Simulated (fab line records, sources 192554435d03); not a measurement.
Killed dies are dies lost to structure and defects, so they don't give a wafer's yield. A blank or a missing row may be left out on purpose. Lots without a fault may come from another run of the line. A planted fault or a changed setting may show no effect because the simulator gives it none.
Which tool did it? | flow n5_finfet | 11 lots, 33 wafers sampled, at 4 steps of a route of 1938

WHAT THE GAUGES READ, wafer by wafer
N5_BEOL_M5_RS_MEAS_57: measures by four-point-probe. Usual: M5_RS 0.390 ohm/sq, standard deviation 0.013.
lot  | measured     | on            | M5_RS (ohm/sq)    | flag
L855 | day 10 02:26 | film_metro-02 | 0.397 0.390 0.402 |
L853 | day 10 08:40 | film_metro-01 | 0.406 0.393 0.377 |
L857 | day 10 20:53 | film_metro-02 | 0.392 0.375 0.411 |
L858 | day 11 08:52 | film_metro-02 | 0.404 0.386 0.371 |
L863 | day 12 19:10 | film_metro-01 | 0.375 0.403 0.367 |
L865 | day 12 19:52 | film_metro-02 | 0.416 0.396 0.381 |
L866 | day 13 01:01 | film_metro-01 | 0.394 0.386 0.394 |
L864 | day 13 04:44 | film_metro-01 | 0.403 0.377 0.371 |
L870 | day 14 02:03 | film_metro-01 | 0.391 0.374 0.392 |
L872 | day 15 09:44 | film_metro-01 | 0.397 0.395 0.401 |
L873 | day 16 09:47 | film_metro-01 | 0.375 0.375 0.405 |

N5_BEOL_M6_CD_MEAS_11: target cd 38.5 nm. Usual: cd_nm 38.5 nm, standard deviation 0.52.
lot  | measured     | on        | cd_nm (nm)     | flag
L855 | day 10 03:34 | cd_sem-01 | 38.0 37.8 38.3 |
L853 | day 10 11:30 | cd_sem-02 | 38.7 38.1 38.4 |
L857 | day 10 23:47 | cd_sem-03 | 38.3 37.5 37.8 |
L858 | day 11 11:04 | cd_sem-03 | 38.3 38.6 38.2 |
L863 | day 12 22:02 | cd_sem-01 | 38.2 38.7 38.1 |
L865 | day 12 22:24 | cd_sem-02 | 39.1 39.5 39.3 |
L866 | day 13 03:14 | cd_sem-01 | 38.7 38.0 38.4 |
L864 | day 13 07:21 | cd_sem-01 | 38.9 38.6 38.1 |
L870 | day 14 03:56 | cd_sem-03 | 38.8 38.5 38.9 |
L872 | day 15 11:25 | cd_sem-03 | 38.1 38.4 37.4 |
L873 | day 16 15:35 | cd_sem-01 | 38.6 37.9 38.4 |

WHICH TOOL RAN EACH LOT (tool, then ch and the chambers of the sampled wafers, then the start)
lot  | N5_BEOL_M5_ANNEAL_89         | N5_BEOL_M6_PECVD_70
L855 | pvd_sputter-03, day 9 23:41  | pecvd-04 ch 0,1,2, day 10 03:08
L853 | pvd_sputter-02, day 10 06:37 | pecvd-01 ch 0,1, day 10 09:22
L857 | pvd_sputter-01, day 10 18:47 | pecvd-01 ch 0,1,2, day 10 21:34
L858 | pvd_sputter-01, day 11 06:47 | pecvd-02 ch 0,1, day 11 09:33
L863 | pvd_sputter-01, day 12 16:50 | pecvd-01 ch 0,1, day 12 19:50
L865 | pvd_sputter-02, day 12 17:13 | pecvd-04 ch 0,1,2, day 12 20:33
L866 | pvd_sputter-02, day 12 22:56 | pecvd-04 ch 0,1,2, day 13 01:41
L864 | pvd_sputter-01, day 13 02:27 | pecvd-02 ch 1,2, day 13 05:32
L870 | pvd_sputter-01, day 13 23:59 | pecvd-04 ch 0,1,2, day 14 02:44
L872 | pvd_sputter-02, day 15 07:38 | pecvd-01 ch 0,2, day 15 10:25
L873 | pvd_sputter-02, day 16 07:43 | pecvd-04 ch 0,1,2, day 16 10:28
- N5_BEOL_M5_ANNEAL_89: time 1800 s.
- N5_BEOL_M6_PECVD_70: deposits SiO2 from TEOS/O2, target thk 20 nm, time 22.7 s.

WHAT THE TOOLS THEMSELVES READ (means of the sampled wafers that have a number; where no wafer has one, the mark that the record gives instead)
N5_BEOL_M5_ANNEAL_89. Usual: heater_power_w 864 W, standard deviation 96.
lot  | tool           | heater_power_w (W) | flag
L855 | pvd_sputter-03 | 837                |
L853 | pvd_sputter-02 | 873                |
L857 | pvd_sputter-01 | 914                |
L858 | pvd_sputter-01 | 912                |
L863 | pvd_sputter-01 | 967                |
L865 | pvd_sputter-02 | 824                |
L866 | pvd_sputter-02 | 869                |
L864 | pvd_sputter-01 | 927                |
L870 | pvd_sputter-01 | 943                |
L872 | pvd_sputter-02 | 772                |
L873 | pvd_sputter-02 | 826                |

N5_BEOL_M6_PECVD_70. Usual: heater_power_w 711 W, standard deviation 93; showerhead_plenum_p_Torr 8.79 Torr, standard deviation 0.069; susceptor_temp_C 399.99 C, standard deviation 0.21; throttle_valve_pct 22.6 %, standard deviation 1.
lot  | tool     | heater_power_w (W) | showerhead_plenum_p_Torr (Torr) | susceptor_temp_C (C) | throttle_valve_pct (%) | flag
L855 | pecvd-04 | 661                | 8.83                            | 399.93               | 23.3                   |
L853 | pecvd-01 | 756                | 8.76                            | 400.02               | 22.4                   |
L857 | pecvd-01 | 750                | 8.78                            | 400.04               | 22.1                   |
L858 | pecvd-02 | 605                | 8.76                            | 399.77               | 22.5                   |
L863 | pecvd-01 | 752                | 8.77                            | 410.28               | 22.5                   | OFF
L865 | pecvd-04 | 698                | 8.83                            | 400.05               | 23.5                   |
L866 | pecvd-04 | 702                | 8.82                            | 400.12               | 23.6                   |
L864 | pecvd-02 | 675                | 8.76                            | 400.16               | 21.9                   |
L870 | pecvd-04 | 705                | 8.83                            | 399.87               | 23.6                   |
L872 | pecvd-01 | 844                | 8.80                            | 399.82               | 22.2                   |
L873 | pecvd-04 | 721                | 8.81                            | 400.09               | 23.7                   |

THE ANSWER, worked out from the rows above alone
Rule: a lot is off if the mean of its wafers that have a number lies more than 3 standard deviations from the usual mean. A lot without any number at a reading at which 4 lots or more have one is off too. The other lots that the step has rows for count as sound. The gauges are gone through in route order, then the tools' own readings, and for those a lot's mean is taken as printed above. The first step at which some lot is off is used, and at that step the reading that is off furthest; a lot without a number counts as furthest.
Off: L863, at N5_BEOL_M6_PECVD_70 (susceptor_temp_C).
A tool fits if, at that step or a process step before it, it ran every lot that is off, and no sound lot after the first of them. None of those tried fits.

WHAT THE SIMULATOR HAD PUT IN
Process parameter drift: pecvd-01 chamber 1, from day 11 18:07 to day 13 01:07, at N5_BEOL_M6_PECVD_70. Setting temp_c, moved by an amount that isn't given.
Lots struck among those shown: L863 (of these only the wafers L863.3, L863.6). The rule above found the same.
